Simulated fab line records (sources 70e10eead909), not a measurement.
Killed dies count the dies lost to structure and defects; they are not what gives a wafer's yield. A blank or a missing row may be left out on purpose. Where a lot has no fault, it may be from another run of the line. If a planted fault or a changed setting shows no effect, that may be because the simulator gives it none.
fab line records -- flow nand-harc
record lots=7, wafers=19, last-day=24
route steps=1159 shown A_CHANNEL_HOLE_D1@456 END@1159
lots with no fault: from the same line, run without faults
start-h: the number of hours between the record's first day and the start of the first shown wafer of the lot -- wait-h: time in hours since the lot's previous step -- " unchanged from the row above -- L1.1+2: several wafers, shown together as one row -- - value missing, or start not given -- * or withheld: withheld -- < > ~ a bound
route shown NAME@n: a module of which the file shows steps, and the number in the route of the first -- usual: average and standard deviation across the fault-free wafers -- same: alike in all rows -- chamber/n: place in a boat -- sites: the reading at each site -- _std_site: the standard deviation of these -- _edge_site: outer sites' mean less inner sites' -- radius-mm: how far each site lies from the wafer's centre -- mask NAME#n: copy n -- behind: the tool/chamber that last shaped the wafer -- hold: reason for holding the lot/hours on hold/outcome of the hold -- device: names the non-switching transistor (n, p or np) -- end of line: tests run on the same wafers once the route is complete -- a step without rows: its recipe alone -- killed: count of dies lost to structure and defects at first sort (not the wafer's yield) -- map: shows each die of a wafer: x if killed, . if not, _ if none is there
set.NAME: setting as actually run; set.NAME@STEP: the setting as run at that earlier step -- model.NAME: the simulator's own value behind a step, which no gauge read
lots at some steps of the route; a table a step, a row a wafer
services: from which hour (start-h, from the record's first day; less than 0 if before it) a tool's chamber was out of use, for how many hours, and why
## steps
# step NHARC_A_CHANNEL_HOLE_D1_COAT_04
# recipe spin-rpm=1500, resist-thk-nm=90
# step NHARC_A_CHANNEL_HOLE_D1_SOFTBAKE_05
# recipe temp-c=105, time-s=55
# step NHARC_A_CHANNEL_HOLE_D1_EBR_06
# step NHARC_A_CHANNEL_HOLE_D1_EXPOSE_07
# recipe na=1.35, target-cd-nm=100, sigma-outer=0.3, dose-mj=59.65, mask-id=HOLE_D1
# step NHARC_A_CHANNEL_HOLE_D1_PEB_08
# recipe peb-temp-c=100, peb-time-s=65
# step NHARC_A_CHANNEL_HOLE_D1_DEVELOP_09
# recipe develop-time-s=35, dev-temp-c=23
# step NHARC_A_CHANNEL_HOLE_D1_CD_MEAS_10
# recipe target-cd-nm=100, landing-energy-ev=500
# usual cd-nm=100.1/0.4
lot.wafer,tool,chamber,start-h,wait-h,cd-nm
L416.2,cd-sem-03,0,188.34,-,99.8
L416.4,cd-sem-03,0,188.34,-,100.5
L416.5,cd-sem-03,0,188.34,-,100.6
L422.1,cd-sem-03,0,223.92,-,99.1
L422.2,cd-sem-03,0,223.92,-,99.8
L422.6,cd-sem-03,0,223.92,-,99.6
L423.1,cd-sem-03,0,237.52,-,100.3
L423.3,cd-sem-03,0,237.52,-,99.5
L423.6,cd-sem-03,0,237.52,-,99.3
L424.2,cd-sem-02,0,238.79,-,99.7
L424.3,cd-sem-02,0,238.79,-,100.3
L424.4,cd-sem-02,0,238.79,-,100.3
L426.1,cd-sem-01,0,251.11,-,99.9
L426.4,cd-sem-01,0,251.11,-,99.7
L431.2,cd-sem-01,0,278.11,-,100.9
L431.6,cd-sem-01,0,278.11,-,100.2
L433.1,cd-sem-03,0,292.68,-,99.7
L433.2,cd-sem-03,0,292.68,-,100.1
L433.4,cd-sem-03,0,292.68,-,99.8
# step NHARC_A_CHANNEL_HOLE_D1_OVL_MEAS_11
# usual overlay-x-nm=-0.1/0.62, overlay-y-nm=0.1/0.82
lot.wafer,tool,chamber,start-h,wait-h,overlay-x-nm,overlay-y-nm
L416.2,overlay-01,-,188.42,-,0.9,-0.4
L416.4,overlay-01,-,188.42,-,0.6,-0.1
L416.5,overlay-01,-,188.42,-,0.6,-0.4
L422.1,overlay-02,-,224.01,-,-0.2,0.8
L422.2,overlay-02,-,224.01,-,-0.4,0.9
L422.6,overlay-02,-,224.01,-,-0.2,0.5
L423.1,overlay-01,-,237.60,-,0.6,2.0
L423.3,overlay-01,-,237.60,-,-0.1,1.9
L423.6,overlay-01,-,237.60,-,0.2,2.1
L424.2,overlay-02,-,238.87,-,-1.0,-0.7
L424.3,overlay-02,-,238.87,-,-0.4,-0.6
L424.4,overlay-02,-,238.87,-,-1.2,-0.2
L426.1,overlay-02,-,251.20,-,-1.6,0.6
L426.4,overlay-02,-,251.20,-,-1.7,0.3
L431.2,overlay-01,-,278.21,-,0.1,-1.2
L431.6,overlay-01,-,278.21,-,0.0,-0.7
L433.1,overlay-01,-,292.77,-,0.3,-0.5
L433.2,overlay-01,-,292.77,-,0.6,-0.6
L433.4,overlay-01,-,292.77,-,0.2,-0.5
# step NHARC_A_CHANNEL_HOLE_D1_INSPECT_12
# usual raw-defect-count=5.3/2.7
lot.wafer,tool,chamber,start-h,wait-h,raw-defect-count
L416.2,defect-inspect-02,-,188.46,0.0,5
L416.4,defect-inspect-02,-,188.46,0.0,4
L416.5,defect-inspect-02,-,188.46,0.0,8
L422.1,defect-inspect-02,-,224.05,0.0,2
L422.2,defect-inspect-02,-,224.05,0.0,4
L422.6,defect-inspect-02,-,224.05,0.0,4
L423.1,defect-inspect-01,-,237.64,0.0,4
L423.3,defect-inspect-01,-,237.64,0.0,16
L423.6,defect-inspect-01,-,237.64,0.0,7
L424.2,defect-inspect-01,-,238.91,0.0,5
L424.3,defect-inspect-01,-,238.91,0.0,6
L424.4,defect-inspect-01,-,238.91,0.0,6
L426.1,defect-inspect-02,-,251.24,0.0,7
L426.4,defect-inspect-02,-,251.24,0.0,5
L431.2,defect-inspect-02,-,278.25,0.0,6
L431.6,defect-inspect-02,-,278.25,0.0,2
L433.1,defect-inspect-01,-,292.80,0.0,1
L433.2,defect-inspect-01,-,292.80,0.0,8
L433.4,defect-inspect-01,-,292.80,0.0,3
# step NHARC_A_CHANNEL_HOLE_D1_DESCUM_15
# recipe time-s=3, o2-flow-sccm=200, ar-flow-sccm=0, bias-power-w=0, chemistry=O2
# usual chamber-pressure-mTorr=60.00/0.051, drypump-motor-current-A=5.8/0.49, oes-product-au=0.997/0.009, rf-vpp-V=57.6/0.86, showerhead-plenum-p-Torr=1.87/0.077, throttle-valve-pct=11.310/0.0099
lot.wafer,tool,chamber,start-h,wait-h,chamber-pressure-mTorr,drypump-motor-current-A,oes-product-au,rf-hours-counter-h,rf-vpp-V,showerhead-plenum-p-Torr,throttle-valve-pct
L416.2,rie-diel-04,0,188.54,0.1,59.87,5.0,0.981,4,58.3,1.98,11.303
L416.4,rie-diel-04,1,188.54,0.1,60.04,5.4,0.993,-,59.1,1.86,11.308
L416.5,rie-diel-04,1,188.54,0.1,60.00,5.4,0.972,-,57.5,1.86,11.324
L422.1,rie-diel-04,3,224.13,0.1,59.99,6.4,0.993,6,58.5,1.80,11.319
L422.2,rie-diel-04,0,224.13,0.1,60.03,5.1,0.991,6,57.1,1.98,11.330
L422.6,rie-diel-04,2,224.13,0.1,59.99,6.3,0.995,-,55.4,1.82,11.319
L423.3,rie-diel-04,2,237.70,0.1,60.08,6.3,0.992,6,59.1,1.82,11.303
L423.1,rie-diel-04,0,237.70,0.1,59.97,5.0,0.999,7,55.7,1.98,11.309
L423.6,rie-diel-04,3,237.70,0.1,59.98,6.4,0.984,-,57.3,1.80,11.309
L424.3,rie-diel-03,2,238.97,0.1,59.91,6.2,1.003,0,56.6,1.78,11.312
L424.4,rie-diel-03,3,238.97,0.1,59.97,5.9,1.004,0,56.9,1.87,11.321
L424.2,rie-diel-03,0,238.97,0.1,60.00,5.8,0.991,0,58.1,1.85,11.311
L426.4,rie-diel-04,2,251.30,0.1,59.99,6.3,0.996,7,57.7,1.82,11.298
L426.1,rie-diel-04,3,251.30,0.1,60.16,6.4,0.994,8,57.0,1.80,11.318
L431.2,rie-diel-04,2,278.31,0.1,59.97,6.3,0.991,9,57.3,1.82,11.309
L431.6,rie-diel-04,2,278.31,0.1,60.02,6.3,0.985,-,58.4,1.82,11.307
L433.2,rie-diel-03,0,292.86,0.1,59.96,5.8,0.998,4,57.6,1.84,11.304
L433.1,rie-diel-03,2,292.86,0.1,59.98,6.1,0.998,5,56.7,1.78,11.307
L433.4,rie-diel-03,3,292.86,0.1,60.05,5.9,1.001,5,57.7,1.87,11.295
# step NHARC_A_CHANNEL_HOLE_D1_ETCH_38
# recipe target-depth-a=390, over-etch-frac=0.3, time-s=65, ion-energy-ev=80, cf4-flow-sccm=150, ar-flow-sccm=0, rf-w=300, bias-w=100, chemistry=CF4
# usual chamber-pressure-mTorr=50.00/0.047, drypump-motor-current-A=5.8/0.5, oes-product-au=0.998/0.0085, rf-vpp-V=150.8/1.2, run-length-s=86.3/0.42, showerhead-plenum-p-Torr=1.73/0.067, throttle-valve-pct=13.285/0.009
lot.wafer,tool,chamber,start-h,wait-h,chamber-pressure-mTorr,drypump-motor-current-A,oes-product-au,rf-hours-counter-h,rf-vpp-V,run-length-s,showerhead-plenum-p-Torr,throttle-valve-pct
L416.2,rie-diel-04,0,188.66,0.1,49.95,5.0,0.986,4,152.8,85.9,1.83,13.284
L416.4,rie-diel-04,1,188.66,0.1,49.96,5.4,0.980,-,150.1,86.7,1.72,13.293
L416.5,rie-diel-04,3,188.66,0.1,50.02,6.3,0.995,-,151.2,86.6,1.67,13.274
L422.1,rie-diel-04,2,224.21,0.1,50.06,6.3,0.994,5,151.0,86.1,1.69,13.284
L422.2,rie-diel-04,3,224.21,0.1,49.89,6.4,0.995,6,150.6,86.8,1.67,13.290
L422.6,rie-diel-04,0,224.21,0.1,49.94,5.0,0.995,-,152.9,86.0,1.83,13.293
L423.1,rie-diel-04,1,237.79,0.1,50.11,5.4,0.981,7,151.3,86.8,1.72,13.285
L423.3,rie-diel-04,0,237.79,0.1,49.95,5.0,0.987,7,152.5,85.6,1.83,13.290
L423.6,rie-diel-04,1,237.79,0.1,50.03,5.4,0.979,-,150.9,86.5,1.72,13.293
L424.4,rie-diel-03,0,239.06,0.1,50.09,5.7,1.000,0,151.2,86.2,1.71,13.270
L424.2,rie-diel-03,1,239.06,0.1,49.97,5.3,1.009,0,151.3,85.7,1.68,13.296
L424.3,rie-diel-03,2,239.06,0.1,50.01,6.1,0.996,0,149.6,86.5,1.65,13.286
L426.4,rie-diel-04,2,251.39,0.1,50.09,6.3,0.996,7,149.3,85.8,1.69,13.290
L426.1,rie-diel-04,3,251.39,0.1,50.03,6.4,1.001,8,149.6,86.6,1.67,13.285
L431.2,rie-diel-04,1,278.39,0.1,50.03,5.4,0.989,10,151.1,86.2,1.72,13.269
L431.6,rie-diel-04,1,278.39,0.1,50.02,5.4,0.978,-,150.7,86.9,1.72,13.296
L433.1,rie-diel-03,2,292.95,0.1,49.97,6.1,0.999,5,150.7,86.5,1.65,13.298
L433.2,rie-diel-03,0,292.95,0.1,50.07,5.8,0.994,4,151.3,86.4,1.71,13.286
L433.4,rie-diel-03,1,292.95,0.1,49.99,5.4,0.986,5,149.6,86.0,1.68,13.283
# step NHARC_A_CHANNEL_HOLE_D1_ETCH_39
# recipe target-depth-a=2600, over-etch-frac=0.3, time-s=325, ion-energy-ev=200, n2-flow-sccm=150, h2-flow-sccm=150, ar-flow-sccm=0, rf-w=400, bias-w=150, chemistry=N2/H2
# usual chamber-pressure-mTorr=29.996/0.027, drypump-motor-current-A=5.9/0.49, oes-product-au=0.997/0.01, rf-vpp-V=428.9/2.4, run-length-s=346.4/0.43, showerhead-plenum-p-Torr=1.98/0.083, throttle-valve-pct=14.172/0.0091
lot.wafer,tool,chamber,start-h,wait-h,chamber-pressure-mTorr,drypump-motor-current-A,oes-product-au,rf-hours-counter-h,rf-vpp-V,run-length-s,showerhead-plenum-p-Torr,throttle-valve-pct
L416.2,rie-diel-04,1,-,-,30.000,5.4,0.969,4,430.0,346.3,1.98,14.168
L416.5,rie-diel-04,3,-,-,30.007,6.3,0.980,-,426.9,346.6,1.92,14.159
L416.4,rie-diel-04,1,-,-,29.996,5.4,0.976,-,429.1,346.6,1.98,14.169
L422.2,rie-diel-04,0,-,-,30.021,5.1,0.986,7,432.6,345.7,2.12,14.170
L422.1,rie-diel-04,1,-,-,30.035,5.4,0.980,7,428.6,346.4,1.98,14.177
L422.6,rie-diel-04,3,-,-,29.995,6.4,0.997,-,426.7,346.4,1.92,14.171
L423.3,rie-diel-04,2,-,-,30.013,6.4,0.999,6,428.3,346.0,1.94,14.180
L423.1,rie-diel-04,3,-,-,29.987,6.4,0.984,7,425.8,346.6,1.92,14.157
L423.6,rie-diel-04,2,-,-,30.037,6.4,1.002,-,427.4,346.1,1.94,14.183
L424.3,rie-diel-03,3,-,-,30.048,5.9,1.011,0,429.5,346.7,1.99,14.183
L424.4,rie-diel-03,0,-,-,29.956,5.8,1.004,0,428.3,346.4,1.97,14.175
L424.2,rie-diel-03,1,-,-,29.970,5.4,0.994,0,428.5,346.0,1.92,14.159
L426.4,rie-diel-04,2,-,-,30.000,6.4,0.991,7,427.3,346.5,1.94,14.170
L426.1,rie-diel-04,3,-,-,29.988,6.4,0.974,8,426.7,346.6,1.92,14.151
L431.2,rie-diel-04,0,-,-,29.983,5.0,0.984,9,433.3,345.8,2.12,14.183
L431.6,rie-diel-04,0,-,-,30.021,5.1,0.983,-,432.1,345.7,2.12,14.178
L433.1,rie-diel-03,2,-,-,30.008,6.1,1.001,5,427.7,346.5,1.89,14.162
L433.4,rie-diel-03,3,-,-,30.002,5.9,0.993,5,429.1,347.4,1.99,14.156
L433.2,rie-diel-03,0,-,-,29.978,5.7,0.985,4,428.0,346.4,1.96,14.155
# step NHARC_A_CHANNEL_HOLE_D1_ETCH_34
# recipe target-depth-a=1540, time-s=77, cf4-flow-sccm=100, chf3-flow-sccm=30, ar-flow-sccm=0, rf-w=500, bias-w=200, chemistry=CF4/CHF3
# usual chamber-pressure-mTorr=25.000/0.023, drypump-motor-current-A=5.8/0.5, oes-product-au=0.947/0.024, rf-vpp-V=369.4/2.1, run-length-s=98.4/0.44, showerhead-plenum-p-Torr=1.54/0.062, throttle-valve-pct=16.803/0.0091
lot.wafer,tool,chamber,start-h,wait-h,chamber-pressure-mTorr,drypump-motor-current-A,oes-product-au,rf-hours-counter-h,rf-vpp-V,run-length-s,showerhead-plenum-p-Torr,throttle-valve-pct
L416.2,rie-diel-04,1,189.06,-,24.978,5.4,0.907,4,369.6,98.6,1.53,16.807
L416.4,rie-diel-04,1,189.06,-,24.992,5.4,0.905,-,369.1,98.7,1.53,16.794
L416.5,rie-diel-04,0,189.06,-,24.949,5.1,0.919,-,372.6,97.7,1.63,16.811
L422.2,rie-diel-04,1,224.54,-,25.017,5.4,0.949,7,368.9,98.8,1.53,16.795
L422.1,rie-diel-04,3,224.54,-,25.038,6.3,0.960,6,366.7,98.7,1.49,16.813
L422.6,rie-diel-04,2,224.54,-,24.971,6.3,0.954,-,367.5,98.2,1.50,16.801
L423.1,rie-diel-04,3,238.13,-,24.985,6.4,0.952,7,367.9,92.9,1.49,16.816
L423.3,rie-diel-04,1,238.13,-,25.017,5.4,0.916,7,370.5,98.3,1.53,16.816
L423.6,rie-diel-04,0,238.13,-,24.998,5.0,0.927,-,371.7,98.3,1.63,16.801
L424.2,rie-diel-03,1,239.40,-,25.012,5.4,0.982,0,368.7,97.8,1.49,16.792
L424.3,rie-diel-03,2,239.40,-,25.008,6.2,0.970,0,367.9,99.0,1.47,16.794
L424.4,rie-diel-03,0,239.40,-,24.991,5.7,0.968,0,367.7,98.8,1.52,16.808
L426.1,rie-diel-04,3,251.72,-,24.998,6.3,0.921,8,368.5,92.9,1.49,16.790
L426.4,rie-diel-04,0,251.72,-,25.004,5.1,0.911,8,372.4,97.7,1.63,16.815
L431.2,rie-diel-04,0,278.75,-,25.011,5.0,0.917,9,373.2,92.4,1.63,16.815
L431.6,rie-diel-04,3,278.75,-,24.966,6.4,0.920,-,367.1,98.3,1.49,16.821
L433.1,rie-diel-03,1,293.29,-,25.002,5.3,0.925,5,367.3,97.7,1.49,16.802
L433.2,rie-diel-03,2,293.29,-,24.989,6.2,0.931,5,367.2,98.5,1.47,16.804
L433.4,rie-diel-03,3,293.29,-,25.004,5.9,0.926,5,369.2,98.7,1.54,16.813
# step NHARC_A_CHANNEL_HOLE_D1_ETCH_16
# recipe target-depth-a=31000, over-etch-frac=0.3, time-s=806, ion-energy-ev=150, o2-flow-sccm=400, cos-flow-sccm=20, ar-flow-sccm=0, rf-w=500, bias-w=300, chemistry=O2/COS
# usual chamber-pressure-mTorr=20.000/0.016, drypump-motor-current-A=5.8/0.49, oes-product-au=0.998/0.0084, rf-vpp-V=313.2/1.9, run-length-s=827.4/0.44, showerhead-plenum-p-Torr=3.05/0.12, throttle-valve-pct=28.329/0.0084
lot.wafer,tool,chamber,start-h,wait-h,chamber-pressure-mTorr,drypump-motor-current-A,oes-product-au,rf-hours-counter-h,rf-vpp-V,run-length-s,showerhead-plenum-p-Torr,throttle-valve-pct
L416.2,rie-diel-04,3,-,-,20.010,6.4,0.990,4,311.6,827.7,2.95,28.326
L416.4,rie-diel-04,0,-,-,20.022,5.1,0.995,-,315.0,826.6,3.23,28.324
L416.5,rie-diel-04,3,-,-,19.987,6.4,1.002,-,310.8,827.6,2.95,28.342
L422.2,rie-diel-04,2,-,-,19.998,6.3,1.000,6,312.5,826.9,2.98,28.340
L422.1,rie-diel-04,3,-,-,20.003,6.3,0.987,7,314.1,827.7,2.95,28.330
L422.6,rie-diel-04,1,-,-,19.990,5.4,0.979,-,313.5,827.7,3.04,28.342
L423.3,rie-diel-04,1,-,-,20.020,5.4,0.981,8,313.3,827.5,3.04,28.328
L423.1,rie-diel-04,2,-,-,20.004,6.4,1.012,7,312.4,827.5,2.98,28.330
L423.6,rie-diel-04,2,-,-,19.989,6.4,1.009,-,312.0,826.8,2.98,28.330
L424.3,rie-diel-03,0,-,-,20.000,5.8,1.000,1,312.4,827.3,3.02,28.343
L424.4,rie-diel-03,1,-,-,20.012,5.3,0.997,1,313.0,826.8,2.96,28.339
L424.2,rie-diel-03,2,-,-,20.008,6.2,1.005,1,311.9,827.6,2.91,28.329
L426.4,rie-diel-04,1,-,-,19.972,5.4,0.976,9,313.5,827.3,3.04,28.319
L426.1,rie-diel-04,0,-,-,19.982,5.0,0.990,8,316.1,826.8,3.23,28.335
L431.2,rie-diel-04,1,-,-,20.014,5.4,0.982,10,313.3,827.4,3.04,28.324
L431.6,rie-diel-04,0,-,-,19.989,5.1,1.003,-,316.3,827.3,3.23,28.329
L433.1,rie-diel-03,3,-,-,20.010,5.9,1.009,5,313.9,828.3,3.05,28.325
L433.2,rie-diel-03,0,-,-,20.004,5.8,0.997,4,313.8,827.5,3.01,28.331
L433.4,rie-diel-03,2,-,-,19.997,6.2,1.017,5,310.8,827.6,2.91,28.324
# step NHARC_END_SORT_01
# recipe temp-c=25
# usual killed-at-array=26/9.9, killed-at-other=0.8/1, killed-at-periphery=2.8/2.2, killed-dies=29/9.9, killed-open=3.2/1.8, killed-short=2.1/1.4
# same gross-dies=677
lot.wafer,tool,chamber,start-h,wait-h,killed-at-array,killed-at-other,killed-at-periphery,killed-dies,killed-open,killed-short
L422.1,prober-02,0,496.50,2.5,33,1,2,36,3,1
L422.2,prober-02,0,497.31,2.8,15,1,3,19,2,5
L422.6,prober-02,0,500.56,4.1,23,0,1,24,2,1
L423.1,prober-01,0,504.34,2.5,19,1,1,21,1,3
L431.2,prober-02,0,541.47,2.8,24,2,4,30,3,2
# killed by level:class
L422.1 A_CONTACT:chamber-film-flake=14 A_STAIRCASE:chamber-film-flake=13 A_CHANNEL_HOLE_D1:chamber-film-flake=2 P_GATE:geometric-particle:open=1 A_WL_FILL:geometric-particle:open=1 A_CONTACT:geometric-particle:open=1 A_M0:geometric-particle:short=1 P_ZERO_WELL:chamber-film-flake=1
L422.2 A_STAIRCASE:chamber-film-flake=4 A_CONTACT:chamber-film-flake=4 P_CONTACT:geometric-particle:short=3 A_SOURCE_PLATE:geometric-particle:short=1 A_WL_FILL:geometric-particle:short=1 A_CONTACT:geometric-particle:open=1 A_M0:geometric-particle:open=1 A_CHANNEL_HOLE_D1:chamber-film-flake=1
L422.6 A_CONTACT:chamber-film-flake=8 A_STAIRCASE:chamber-film-flake=5 A_CHANNEL_HOLE_D1:chamber-film-flake=4 A_WL_FILL:chamber-film-flake=2 P_M0:geometric-particle:open=1 A_WL_FILL:geometric-particle:open=1 A_CONTACT:geometric-particle:short=1 A_ZERO_WELL:chamber-film-flake=1
L423.1 A_CHANNEL_HOLE_D1:chamber-film-flake=7 A_STAIRCASE:chamber-film-flake=4 A_CONTACT:chamber-film-flake=2 A_CHANNEL_HOLE_D1:area-etch=2 P_CONTACT:geometric-particle:short=1 A_CHANNEL_FILL_D1:geometric-particle:short=1 A_WL_FILL:geometric-particle:short=1 A_CONTACT:geometric-particle:open=1
L431.2 A_CHANNEL_HOLE_D1:area-etch=7 A_CHANNEL_HOLE_D1:chamber-film-flake=4 A_STAIRCASE:chamber-film-flake=3 A_CONTACT:chamber-film-flake=3 A_M1:chamber-film-flake=3 A_WL_FILL:geometric-particle:short=2 P_GATE:chamber-film-flake=2 THIN_TSV:chamber-film-flake=2
## services
tool,chamber,start-h,hours,kind
rie-diel-04,0,169.90,-,clean
rie-diel-04,1,169.90,-,clean
rie-diel-04,2,169.90,-,clean
rie-diel-04,3,169.90,-,clean
rie-diel-04,3,183.89,4.7,repair
rie-diel-04,2,186.92,15.0,repair
rie-diel-04,0,194.40,-,clean
rie-diel-04,1,194.40,-,clean
rie-diel-04,3,194.40,-,clean
rie-diel-03,-,215.30,9.0,pm
rie-diel-04,0,218.90,-,clean
rie-diel-04,1,218.90,-,clean
rie-diel-04,2,218.90,-,clean
rie-diel-04,3,218.90,-,clean
rie-diel-04,0,243.40,-,clean
rie-diel-04,1,243.40,-,clean
rie-diel-04,2,243.40,-,clean
rie-diel-04,3,243.40,-,clean
rie-diel-04,0,267.90,-,clean
rie-diel-04,1,267.90,-,clean
rie-diel-04,2,267.90,-,clean
rie-diel-03,0,278.58,8.0,repair
rie-diel-03,-,279.81,0.6,repair
rie-diel-04,-,288.97,9.0,pm
## key
first-sign step=NHARC_A_CHANNEL_HOLE_D1_ETCH_34, reading=run-length-s, direction=down, sigmas=13, usual=*, struck=*
effect none on later readings
met-at NHARC_A_CHANNEL_HOLE_D1_ETCH_34
struck-wafers L423.1,L426.1,L431.2
tester-left-out L423,L426,L431
onset-between 224.54 238.13
fault kind=process-parameter-drift, tool=rie-diel-04, chamber=-, onset-h=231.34, steps=NHARC_A_CHANNEL_HOLE_D1_ETCH_34, channel=time-s, offset=*, shape=step, end-h=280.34, scope=struck-wafers-only, acts-in=*, stated=*
# tester-left-out: of these lots the tester's yield and bins aren't shown, on N5 and GAA mostly nor the transistor test; their killed dies are dies lost to structure and defects alone, not to doping, threshold or leakage, so they don't give the yield
